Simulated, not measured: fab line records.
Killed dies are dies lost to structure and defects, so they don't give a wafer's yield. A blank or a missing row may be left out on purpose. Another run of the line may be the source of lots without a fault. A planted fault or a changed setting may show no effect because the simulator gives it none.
Matching of chambers -- flow nand-harc -- NHARC_A_CONTACT_ETCH_75 on rie-diel-13 has 4 sister chambers
The step etches the open film in CF4, target depth 39 nm, time 65 s. 14 wafers are shown with their chamber, then 7 later ones without.

WAFERS PAIRED WITH THEIR CHAMBERS
wafer,chamber,rf-vpp-V (V),run-length-s (s),oes-product-au (a.u.)
L568.1,3,149.0,86.3,1.007
L568.2,0,150.3,86.2,0.998
L568.3,1,149.2,86.7,1.013
L569.2,2,150.9,86.7,0.991
L569.3,3,148.4,86.1,1.002
L569.4,1,147.8,86.3,1.004
L567.1,2,150.0,86.7,1.005
L567.3,0,151.0,85.9,1.006
L567.5,0,151.2,85.7,0.997
L570.1,1,148.0,86.2,1.000
L570.5,2,149.9,86.9,1.009
L570.6,1,149.4,86.6,1.007
L573.1,3,147.9,86.3,1.004
L573.4,0,151.2,86.3,0.996

SIGNATURES, as means of the wafers listed above
reading,chamber 0,chamber 1,chamber 2,chamber 3,scatter within a chamber
rf-vpp-V,150.925,148.600,150.267,148.433,0.613
run-length-s,86.025,86.450,86.767,86.233,0.212
oes-product-au,0.99925,1.00600,1.00167,1.00433,0.00587
Rule: a wafer lies at a distance from a chamber equal to the root of the sum of squares, over the readings, of (its reading less the chamber's mean, divided by the reading's scatter). The wafer belongs to the nearest chamber; if the next one is less than 2 further off, it can't be placed. The scatter is the square root of a quotient: the sum, over the shown wafers, of each reading's squared deviation from its chamber's mean, divided by wafers minus chambers.

WAFERS WITH NO CHAMBER GIVEN
wafer,rf-vpp-V (V),run-length-s (s),oes-product-au (a.u.)
L573.5,148.9,86.3,0.993
L590.3,153.1,86.2,1.001
L590.4,151.6,86.7,0.998
L590.6,153.4,86.3,1.004
L589.2,152.1,86.4,0.999
L589.5,150.7,86.9,1.013
L589.6,151.9,86.2,0.999

EACH ONE'S CHAMBER
wafer,from the rows above,in truth
L573.5,can't be placed: 3 or 1 or 2 or 0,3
L590.3,can't be placed: 0 or 2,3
L590.4,can't be placed: 2 or 0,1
L590.6,can't be placed: 0 or 2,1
L589.2,can't be placed: 0 or 2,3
L589.5,2,2
L589.6,0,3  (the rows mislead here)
Correctly placed: 1 of 7. Unplaceable from these rows: 5, with the true chamber sitting among the candidates in 1. Number placed wrongly: 1.
